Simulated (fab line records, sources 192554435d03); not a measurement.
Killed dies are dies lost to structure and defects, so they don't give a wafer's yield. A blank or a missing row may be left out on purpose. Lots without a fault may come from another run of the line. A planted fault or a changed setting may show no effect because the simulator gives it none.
fab line records | flow n5_finfet
record lots=11 wafers=31 last_day=18
route steps=1938 shown PMOS_HMC_CHANNEL_EPI@69 TV_LITHO@1883 PASSIVATION@1911
lots that met no fault: from a run of the same line without faults
start_h: hours from the record's first day to the start of the lot's first wafer shown | wait_h: hours since the lot's step before | " the same as in the row above | L1.1+2: a row that stands for several wafers | - no value, or no start given | * or withheld: withheld | < > ~ a bound
route shown NAME@n: a module of which the file shows steps, and the number in the route of the first | usual: mean/standard deviation of fault-free wafers | same: alike in all rows | chamber/n: place in a boat | sites: the reading at each site | _std_site: their standard deviation | _edge_site: outer sites' mean less inner sites' | radius_mm: how far each site lies from the wafer's centre | mask NAME#n: copy n | behind: the tool/chamber that last shaped the wafer | hold: why the lot was held/for how many hours/how that ended | device: the transistor (n, p or np) that didn't switch | end of line: the same wafers' tests at the end of the route | a step without rows: its recipe alone | killed: dies lost to structure and defects at the first sort, not the wafer's yield | map: a wafer's dies, x killed, . not, _ none there
set.NAME: the setting as run; set.NAME@STEP: as run at that earlier step | model.NAME: the simulator's own value behind a step, which no gauge read
steps of the route over a sample of lots; a table a step, a row a wafer
services: from which hour (start_h, from the record's first day; less than 0 if before it) a tool's chamber was out of use, for how many hours, and why
## steps
# step N5_PMOS_HMC_CHANNEL_EPI_ETCH_32
# recipe chemistry=N2/H2 target=BARC stop_on=SiO2 target_depth_a=858 over_etch_frac=0.3 time_s=50.3 ion_energy_ev=200 mask_material=CAR-ArF-block pressure_mtorr=30 source_w=840 bias_w=150 n2_flow_sccm=200 h2_flow_sccm=200
# usual drypump_motor_current_A=5.5/0.46 oes_product_au=0.66/0.064 rf_vpp_V=522.9/2.3 showerhead_plenum_p_Torr=2.50/0.075 throttle_valve_pct=17.95/0.21
# columns lot.wafer tool chamber start_h wait_h drypump_motor_current_A oes_product_au rf_hours_counter_h rf_vpp_V showerhead_plenum_p_Torr throttle_valve_pct
L403.2 rie_diel-03 0 23.36 0.0 5.0 0.61 232 519.4 2.37 17.67
L403.5 " 3 " " 6.2 0.82 - 523.0 2.50 17.77
L403.6 " 2 " " 5.1 0.75 - 525.0 2.59 17.78
L404.4 rie_diel-01 0 29.67 0.0 5.3 0.60 218 517.9 2.40 18.15
L404.5 " 0 " " 5.4 0.60 - 518.4 2.40 18.15
L404.6 " 1 " " 5.1 0.68 - 521.1 2.44 18.09
L407.1 rie_diel-04 0 47.35 0.0 5.3 0.61 238 526.9 2.61 18.19
L407.3 " 3 " " 6.4 0.67 105 522.9 2.58 18.17
L407.4 " 1 " " 5.7 0.71 98 526.0 2.55 17.72
L411.3 rie_diel-03 2 71.81 0.0 5.1 0.73 71 524.9 2.59 17.82
L411.4 " 0 " " 5.0 0.60 244 519.2 2.37 17.68
L411.5 " 0 " " 5.0 0.60 - 519.7 2.37 17.68
L412.1 rie_diel-03 0 78.06 0.0 5.0 0.61 246 519.9 2.37 17.68
L412.4 " 3 " " 6.2 0.76 17 522.6 2.49 17.79
L412.6 " 0 " " 5.0 0.60 - 521.0 2.37 17.69
L413.1 rie_diel-03 2 83.78 0.0 5.1 0.73 74 524.6 2.58 17.82
L413.4 " 1 " " 5.6 0.63 167 522.8 2.53 18.10
L413.6 " 1 " " 5.6 0.63 - 522.2 2.53 18.10
L415.1 rie_diel-03 2 95.39 0.0 5.1 0.73 78 523.5 2.58 17.83
L415.2 " 1 " " 5.6 0.63 171 522.9 2.53 18.10
L415.4 " 3 " " 6.2 0.75 - 523.1 2.49 17.81
L420.2 rie_diel-01 2 126.22 0.0 5.5 0.85 3 521.9 2.48 17.53
L420.4 " 1 " " 5.1 0.65 138 522.0 2.43 18.15
L420.6 " 3 " " 5.6 0.59 - 525.9 2.58 17.68
L422.2 rie_diel-04 2 137.50 0.0 4.8 0.62 195 519.5 2.44 18.04
L422.5 " 1 " " 5.6 0.68 - 524.4 2.54 17.75
L423.1 rie_diel-01 0 143.61 0.0 5.4 0.59 255 520.1 2.39 18.21
L423.4 " 1 " " 5.0 0.66 - 521.1 2.43 18.17
L424.1 rie_diel-03 2 149.60 0.0 5.0 0.70 96 525.0 2.57 17.85
L424.3 " 0 " " 5.0 0.81 15 527.9 2.67 17.35
L424.5 " 3 " " 6.2 0.72 - 521.3 2.48 17.83
# step N5_PASSIVATION_CD_MEAS_10
# recipe target_cd_nm=3000 landing_energy_ev=500 detector=se_inlens
# usual cd_nm=2999.3/2.6
# same landing_energy_ev=500
# columns lot.wafer tool chamber start_h wait_h cd_nm
L404.4 cd_sem-02 0 300.26 - 2996.8
L404.5 " 0 " " 2999.3
L404.6 " 0 " " 2994.1
L403.2 cd_sem-01 0 300.42 - 3003.5
L403.5 " 0 " " 3001.3
L403.6 " 0 " " 2997.0
L407.1 cd_sem-02 0 305.21 - 2997.6
L407.3 " 0 " " 2998.8
L407.4 " 0 " " 2998.6
L411.3 cd_sem-01 0 338.91 - 2997.5
L411.4 " 0 " " 2997.4
L411.5 " 0 " " 2998.8
L412.1 cd_sem-01 0 342.77 - 2999.7
L412.4 " 0 " " 2999.1
L412.6 " 0 " " 3001.0
L413.1 cd_sem-03 0 370.87 - 3000.0
L413.4 " 0 " " 3002.8
L413.6 " 0 " " 3000.5
L415.1 cd_sem-02 0 382.61 - 2999.7
L415.2 " 0 " " 3000.1
L415.4 " 0 " " 2997.3
L420.2 cd_sem-03 0 409.27 - 2996.0
L420.4 " 0 " " 2995.7
L420.6 " 0 " " 2998.3
L422.2 cd_sem-02 0 422.71 - 2999.5
L422.5 " 0 " " 2999.4
L423.1 cd_sem-01 0 423.56 - 2998.5
L423.4 " 0 " " 2999.5
L424.1 cd_sem-03 0 423.73 - 3003.1
L424.3 " 0 " " 2997.8
L424.5 " 0 " " 2996.7
# step N5_PASSIVATION_STRIP_34
# recipe chemistry=O2 power_w=600 temp_c=60 pressure_mtorr=30 rf_frequency_hz=6e+07 bias_power_w=0 overash_fraction=2 o2_flow_sccm=225
# usual drypump_motor_current_A=5.6/0.55 oes_product_au=0.80/0.09 rf_vpp_V=3.4/1.5 showerhead_plenum_p_Torr=2.10/0.057 throttle_valve_pct=16.67/0.27
# columns lot.wafer tool chamber start_h wait_h drypump_motor_current_A oes_product_au rf_hours_counter_h rf_vpp_V showerhead_plenum_p_Torr throttle_valve_pct
L404.4 rie_diel-02 2 303.03 0.1 5.1 0.68 - 3.2 2.16 16.96
L404.5 " 1 " " 5.8 0.72 - 2.1 2.11 17.12
L404.6 " 0 " " 6.1 0.97 - 4.8 2.17 16.83
L403.2 rie_diel-06 3 303.26 0.1 4.8 0.85 78 3.3 2.04 16.24
L403.5 " 3 " " 4.8 0.85 - 3.0 2.04 16.22
L403.6 " 0 " " 5.3 0.73 - 1.5 2.13 16.77
L407.1 rie_diel-02 0 307.63 0.1 6.2 0.96 5 4.9 2.17 16.86
L407.3 " 1 " " 5.8 0.72 185 2.6 2.11 17.15
L407.4 " 2 " " 5.1 0.67 245 2.2 2.16 16.92
L411.3 rie_diel-02 1 341.21 0.1 5.8 0.72 195 2.1 2.11 17.12
L411.4 " 0 " " 6.1 0.92 - 7.1 2.16 16.91
L411.5 " 1 " " 5.8 0.69 - 1.2 2.10 17.10
L412.1 rie_diel-06 1 347.09 0.2 6.4 0.80 132 4.2 2.11 16.31
L412.4 " 3 " " 4.8 0.82 92 1.8 2.03 16.23
L412.6 " 2 " " 5.4 0.87 - 2.5 2.14 16.76
L413.1 rie_diel-05 1 376.58 0.2 4.9 0.67 261 6.0 2.06 16.63
L413.4 " 0 " " 6.3 0.73 - 3.8 1.96 16.51
L413.6 " 1 " " 4.9 0.65 - 5.2 2.06 16.60
L415.1 rie_diel-06 2 385.57 0.1 5.4 0.85 74 3.9 2.13 16.73
L415.2 " 1 " " 6.4 0.80 145 3.4 2.10 16.34
L415.4 " 0 " " 5.3 0.68 247 2.1 2.12 16.89
L420.2 rie_diel-05 1 412.77 0.1 4.9 0.66 276 5.3 2.06 16.67
L420.4 " 0 " " 6.3 0.72 - 3.3 1.95 16.62
L420.6 " 2 " " 5.9 0.77 - 3.6 2.02 16.62
L422.2 rie_diel-06 2 425.34 0.1 5.4 0.82 92 2.5 2.13 16.77
L422.5 " 1 " " 6.5 0.75 - 3.2 2.09 16.38
L423.1 rie_diel-06 1 426.04 0.1 6.5 0.75 164 4.2 2.09 16.37
L423.4 " 1 " " 6.4 0.77 - 3.9 2.09 16.42
L424.1 rie_diel-05 0 426.25 0.1 6.3 0.71 229 0.3 1.95 16.60
L424.3 " 3 " " 5.6 0.97 14 3.2 2.16 16.43
L424.5 " 0 " " 6.3 0.70 - 3.9 1.95 16.64
# step N5_PASSIVATION_PECVD_35
# recipe material=SiNx target_thk_a=7000 temp_c=400 precursor=SiH4/NH3/N2 pressure_torr=4.9 rf_w=1406 time_s=151.3
# usual heater_power_w=361/99 showerhead_plenum_p_Torr=8.69/0.089 throttle_valve_pct=29.7/1.5
# columns lot.wafer tool chamber start_h wait_h heater_power_w showerhead_plenum_p_Torr throttle_valve_pct
L404.4 pecvd-02 1 303.67 0.1 506 8.72 29.0
L404.5 " 0 " " 394 8.73 28.3
L404.6 " 2 " " 302 8.82 29.0
L403.2 pecvd-01 2 303.87 0.1 490 8.48 28.6
L403.5 " 2 " " 510 8.49 28.5
L403.6 " 1 " " 132 8.70 32.2
L407.1 pecvd-02 1 308.24 0.1 587 8.75 29.2
L407.3 " 2 " " 375 8.85 29.0
L407.4 " 1 " " 407 8.72 29.2
L411.3 pecvd-04 0 341.82 0.1 490 8.67 31.6
L411.4 " 0 " " 325 8.68 31.6
L411.5 " 2 " " 209 8.72 27.7
L412.1 pecvd-01 0 347.70 0.1 390 8.63 29.6
L412.4 " 0 " " 259 8.62 29.5
L412.6 " 1 " " 211 8.70 32.2
L413.1 pecvd-01 1 377.21 0.1 250 8.69 32.0
L413.4 " 0 " " 387 8.62 29.3
L413.6 " 2 " " 450 8.50 28.6
L415.1 pecvd-02 2 386.23 0.1 416 8.82 29.3
L415.2 " 0 " " 324 8.73 28.1
L415.4 " 0 " " 372 8.75 28.3
L420.2 pecvd-01 1 413.38 0.1 150 8.69 32.0
L420.4 " 1 " " 190 8.69 32.0
L420.6 " 2 " " 490 8.49 28.6
L422.2 pecvd-02 1 425.95 0.1 494 8.71 28.3
L422.5 " 1 " " 524 8.69 28.3
L423.1 pecvd-02 1 426.66 0.1 523 8.74 28.3
L423.4 " 1 " " 368 8.70 28.3
L424.1 pecvd-01 2 426.86 0.1 516 8.49 28.8
L424.3 " 0 " " 387 8.62 29.6
L424.5 " 0 " " 266 8.61 29.7
# step N5_PASSIVATION_PROBE_49
# usual defect_limited_yield=91.3/1.4 killed_at_M0_to_M3=36/10 killed_at_M4_up=13/5.4 killed_at_contacts=12/5.3 killed_at_front_end=39/10 killed_at_other=3.2/2.7 killed_dies=103/16 killed_open=68/13 killed_short=33/6.6 sort_bin_4_leakage=0.01/0.031 sort_bin_5_function=5.1/0.92 sort_bin_6_memory=3.3/0.68 sort_bin_8_speed=0.1/0.41 sort_n_pass=1077/17 sort_yield_pct=91.2/1.4
# same gross_dies=1180 killed_at_back_side=0
# columns lot.wafer tool chamber start_h wait_h defect_limited_yield[%] killed_at_M0_to_M3 killed_at_M4_up killed_at_contacts killed_at_front_end killed_at_other killed_dies killed_open killed_short sort_bin_4_leakage[%] sort_bin_5_function[%] sort_bin_6_memory[%] sort_bin_8_speed[%] sort_n_pass sort_yield_pct[%]
L411.3 prober-02 - 345.52 0.1 92.2 28 11 5 43 5 92 61 28 0 3.8 3.2 0.1 1088 92.2
L411.4 prober-02 - 345.57 0.2 91.1 40 8 17 38 2 105 57 47 0.17 4.7 3.9 0 1073 90.9
L411.5 prober-02 - 345.62 0.2 92.4 40 11 7 30 2 90 64 25 0 4.1 3.4 0 1090 92.4
L412.1 prober-01 - 351.59 0.0 77.7 43 15 16 189 0 263 62 39 0 13.7 4.4 0 917 77.7
L412.4 prober-01 - 351.74 0.2 76.9 44 22 20 182 4 272 74 29 0 14.1 4.8 0 908 76.9
L412.6 prober-01 - 351.84 0.3 79.1 41 10 9 183 4 247 65 36 0 12.8 4.3 0 933 79.1
L413.1 prober-02 - 380.80 0.0 79.4 42 16 5 177 3 243 50 40 0 12.8 4.5 0 937 79.4
L413.4 prober-02 - 380.95 0.2 84.9 28 8 7 125 10 178 57 20 0 8.4 3.2 0 1002 84.9
L413.6 prober-02 - 381.05 0.3 84.6 23 15 2 131 11 182 50 31 0 9.0 3.1 0.1 997 84.5
L415.1 prober-01 - 390.21 0.0 79.3 26 10 6 201 1 244 60 23 0 13.0 4.1 0 936 79.3
L415.2 prober-01 - 390.26 0.1 83.8 32 5 23 125 6 191 54 32 0 9.2 3.9 0 989 83.8
L415.4 prober-01 - 390.36 0.2 80.4 21 8 10 186 6 231 47 28 0 11.0 4.2 0 949 80.4
L420.2 prober-01 - 417.00 0.1 91.5 47 1 10 40 2 100 75 21 0 5.2 3.2 0 1080 91.5
L420.4 prober-01 - 417.10 0.2 89.1 60 8 9 46 6 129 95 30 0 6.2 4.5 0 1051 89.1
L420.6 prober-01 - 417.20 0.3 88.6 51 11 19 51 2 134 95 32 0 7.2 3.6 0 1046 88.6
L422.2 prober-01 - 429.97 0.1 92.5 23 25 3 37 1 89 61 27 0 4.8 2.3 0 1091 92.5
L422.5 prober-01 - 430.12 0.2 90.3 39 31 6 36 2 114 70 41 0 5.2 4.0 0 1066 90.3
L423.1 prober-01 - 430.72 0.0 92.5 36 6 5 37 4 88 52 36 0 4.1 2.9 0 1092 92.5
L423.4 prober-01 - 430.87 0.2 93.7 17 10 7 37 3 74 49 25 0 4.2 1.9 0.1 1105 93.6
# killed by level:class
L411.3 STI_FIN_REVEAL:geometric_particle:open=25 BEOL_M0_SAQP:geometric_particle:short=10 BEOL_M4:geometric_particle:open=8 BEOL_M0_SAQP:geometric_particle:open=5 DUMMY_GATE:geometric_particle:open=3 GATE_CUT:geometric_particle:short=3 MOL_CONTACT_COAG:geometric_particle:open=3 BEOL_M0:geometric_particle:open=3
L411.4 BEOL_M0_SAQP:geometric_particle:short=17 MOL_CONTACT_COAG:geometric_particle:open=15 STI_FIN_REVEAL:geometric_particle:open=14 STI_FIN_REVEAL:geometric_particle:short=6 BEOL_M1:geometric_particle:open=6 BEOL_M0_SAQP:geometric_particle:open=5 BEOL_M1:geometric_particle:short=4 FIN_SAQP:geometric_particle:short=3
L411.5 STI_FIN_REVEAL:geometric_particle:open=18 BEOL_M0_SAQP:geometric_particle:short=12 BEOL_M3:geometric_particle:open=9 MOL_CONTACT_COAG:geometric_particle:open=7 BEOL_M2:geometric_particle:open=6 BEOL_M4:geometric_particle:open=6 BEOL_M0_SAQP:geometric_particle:open=5 BEOL_M0:geometric_particle:open=4
L412.1 PMOS_HMC_CHANNEL_EPI:unspecified=161 MOL_CONTACT_COAG:geometric_particle:open=14 FIN_SAQP:geometric_particle:short=10 BEOL_M0_SAQP:geometric_particle:short=10 BEOL_M3:geometric_particle:open=9 BEOL_M2:geometric_particle:open=7 BEOL_M1:geometric_particle:open=6 STI_FIN_REVEAL:geometric_particle:open=5
L412.4 PMOS_HMC_CHANNEL_EPI:unspecified=165 MOL_CONTACT_COAG:geometric_particle:open=14 BEOL_M0_SAQP:geometric_particle:open=10 BEOL_M4:geometric_particle:open=9 BEOL_M2:geometric_particle:open=8 MOL_CONTACT_COAG:geometric_particle:short=6 BEOL_M0_SAQP:geometric_particle:short=6 BEOL_M0:geometric_particle:open=6
L412.6 PMOS_HMC_CHANNEL_EPI:unspecified=146 BEOL_M2:geometric_particle:open=12 FIN_SAQP:geometric_particle:open=10 BEOL_M0_SAQP:geometric_particle:short=9 MOL_CONTACT_COAG:geometric_particle:open=7 BEOL_M0_SAQP:geometric_particle:open=5 BEOL_M4:geometric_particle:open=5 FIN_SAQP:geometric_particle:short=4
L413.1 PMOS_HMC_CHANNEL_EPI:unspecified=151 BEOL_M0_SAQP:geometric_particle:short=16 BEOL_M0_SAQP:geometric_particle:open=8 BEOL_M1:geometric_particle:open=7 STI_FIN_REVEAL:geometric_particle:open=7 BEOL_M4:geometric_particle:open=6 BEOL_M3:geometric_particle:open=5 MOL_CONTACT_COAG:geometric_particle:open=4
L413.4 PMOS_HMC_CHANNEL_EPI:unspecified=100 BEOL_M1:geometric_particle:open=11 STI_FIN_REVEAL:geometric_particle:open=10 MOL_CONTACT_COAG:geometric_particle:open=6 BEOL_M2:geometric_particle:open=6 FIN_SAQP:geometric_particle:short=5 BEOL_M0_SAQP:geometric_particle:short=4 BEOL_M3:geometric_particle:open=4
L413.6 PMOS_HMC_CHANNEL_EPI:unspecified=99 BEOL_M0_SAQP:geometric_particle:open=11 STI_FIN_REVEAL:geometric_particle:open=9 FIN_SAQP:geometric_particle:open=6 BEOL_M0_SAQP:geometric_particle:short=6 FIN_SAQP:geometric_particle:short=5 BEOL_M4:geometric_particle:open=4 BEOL_M3:geometric_particle:open=3
L415.1 PMOS_HMC_CHANNEL_EPI:unspecified=158 DUMMY_GATE:geometric_particle:open=10 FIN_SAQP:geometric_particle:open=7 MOL_CONTACT_COAG:geometric_particle:open=6 BEOL_M3:geometric_particle:open=6 STI_FIN_REVEAL:geometric_particle:open=5 BEOL_M1:geometric_particle:open=5 BEOL_M0_SAQP:geometric_particle:short=4
L415.2 PMOS_HMC_CHANNEL_EPI:unspecified=104 MOL_CONTACT_COAG:geometric_particle:open=17 BEOL_M0_SAQP:geometric_particle:short=8 BEOL_M0:geometric_particle:open=7 MOL_CONTACT_COAG:geometric_particle:short=6 BEOL_M0_SAQP:geometric_particle:open=5 MIM_TOP_ETCH:geometric_particle:short=5 STI_FIN_REVEAL:geometric_particle:open=4
L415.4 PMOS_HMC_CHANNEL_EPI:unspecified=156 MOL_CONTACT_COAG:geometric_particle:open=9 BEOL_M0_SAQP:geometric_particle:short=7 STI_FIN_REVEAL:geometric_particle:open=5 DUMMY_GATE:geometric_particle:open=4 ILD0:geometric_particle:open=4 BEOL_M2:geometric_particle:open=4 MIM_TOP_ETCH:geometric_particle:short=4
L420.2 BEOL_M3:geometric_particle:open=24 FIN_SAQP:geometric_particle:open=14 MOL_CONTACT_COAG:geometric_particle:open=9 FIN_SAQP:geometric_particle:short=5 DUMMY_GATE:geometric_particle:open=5 BEOL_M0_SAQP:geometric_particle:open=5 BEOL_M3:geometric_particle:short=5 BEOL_M0_SAQP:geometric_particle:short=4
L420.4 BEOL_M2:geometric_particle:open=21 FIN_SAQP:geometric_particle:open=18 BEOL_M3:geometric_particle:open=16 STI_FIN_REVEAL:geometric_particle:open=10 FIN_SAQP:geometric_particle:short=9 MOL_CONTACT_COAG:geometric_particle:open=7 BEOL_M0_SAQP:geometric_particle:short=5 BEOL_M0_SAQP:geometric_particle:open=5
L420.6 MOL_CONTACT_COAG:geometric_particle:open=17 FIN_SAQP:geometric_particle:open=15 STI_FIN_REVEAL:geometric_particle:open=12 BEOL_M2:geometric_particle:open=12 BEOL_M0_SAQP:geometric_particle:short=9 BEOL_M3:geometric_particle:open=8 BEOL_M0_SAQP:geometric_particle:open=6 HKMG_FIN:area_etch=6
L422.2 BEOL_M4:geometric_particle:open=14 STI_FIN_REVEAL:geometric_particle:open=13 BEOL_M0_SAQP:geometric_particle:short=8 FIN_SAQP:geometric_particle:open=7 BEOL_M5:geometric_particle:open=5 DUMMY_GATE:geometric_particle:open=4 BEOL_M0_SAQP:geometric_particle:open=4 FIN_SAQP:geometric_particle:short=3
L422.5 BEOL_M2:geometric_particle:open=16 BEOL_M4:geometric_particle:open=16 FIN_SAQP:geometric_particle:open=8 FIN_SAQP:geometric_particle:short=8 BEOL_M0_SAQP:geometric_particle:open=8 MOL_CONTACT_COAG:geometric_particle:open=4 BEOL_M0_SAQP:geometric_particle:short=4 BEOL_M4:geometric_particle:short=4
L423.1 BEOL_M0_SAQP:geometric_particle:short=13 FIN_SAQP:geometric_particle:open=11 BEOL_M0_SAQP:geometric_particle:open=10 ILD0:geometric_particle:short=7 BEOL_M1:geometric_particle:open=7 FIN_SAQP:geometric_particle:short=4 DUMMY_GATE:geometric_particle:open=4 ILD0:geometric_particle:open=4
L423.4 FIN_SAQP:geometric_particle:open=8 ILD0:geometric_particle:open=6 STARTING-WAFER:geometric_particle:open=6 BEOL_M0_SAQP:geometric_particle:short=5 MOL_CONTACT_COAG:geometric_particle:open=5 BEOL_M2:geometric_particle:open=5 ILD0:geometric_particle:short=4 STI_FIN_REVEAL:geometric_particle:open=3
## services
# columns tool chamber start_h hours kind
rie_diel-05 - 5.20 0.2 repair
rie_diel-03 2 6.01 12.1 repair
rie_diel-02 3 24.79 6.3 repair
rie_diel-05 3 39.99 7.1 repair
rie_diel-02 3 42.32 4.4 repair
rie_diel-06 - 46.53 2.8 pm
pecvd-01 0 51.20 3.6 repair
rie_diel-03 0 55.84 5.4 repair
rie_diel-06 3 89.22 5.0 repair
pecvd-02 - 114.96 5.5 pm
rie_diel-05 1 121.32 1.8 repair
rie_diel-06 1 173.12 2.4 repair
rie_diel-06 0 174.16 8.3 repair
pecvd-02 0 204.42 9.0 repair
rie_diel-05 3 211.18 8.2 repair
pecvd-02 1 230.84 14.9 repair
rie_diel-05 1 231.51 7.3 repair
pecvd-01 1 233.56 22.8 repair
rie_diel-03 - 244.35 28.1 pm
rie_diel-02 0 271.52 9.9 repair
pecvd-02 - 298.47 2.8 pm
rie_diel-03 - 302.43 0.1 repair
pecvd-01 - 353.41 6.0 pm
rie_diel-06 3 415.78 14.3 repair
## key
first_sign step=N5_PASSIVATION_PROBE_49 reading=killed_at_front_end direction=up sigmas=13 usual=39 struck=167
effect step=N5_PASSIVATION_PROBE_49 reading=defect_limited_yield direction=down sigmas=7.7 usual=91.3 struck=80.7
more_kills_born_at N5_PMOS_HMC_CHANNEL_EPI_ETCH_32@rie_diel-03=1240
met_at N5_PMOS_HMC_CHANNEL_EPI_ETCH_32
struck_lots L412,L413,L415
not_acting_at N5_PASSIVATION_CD_MEAS_10,N5_PASSIVATION_STRIP_34,N5_PASSIVATION_PECVD_35
onset_between 71.81 78.06
fault kind=chamber_particle_source tool=rie_diel-03 chamber=- onset_h=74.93 steps=N5_PMOS_HMC_CHANNEL_EPI_ETCH_32 rate_per_visit_cm2=1.9825 end_h=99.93
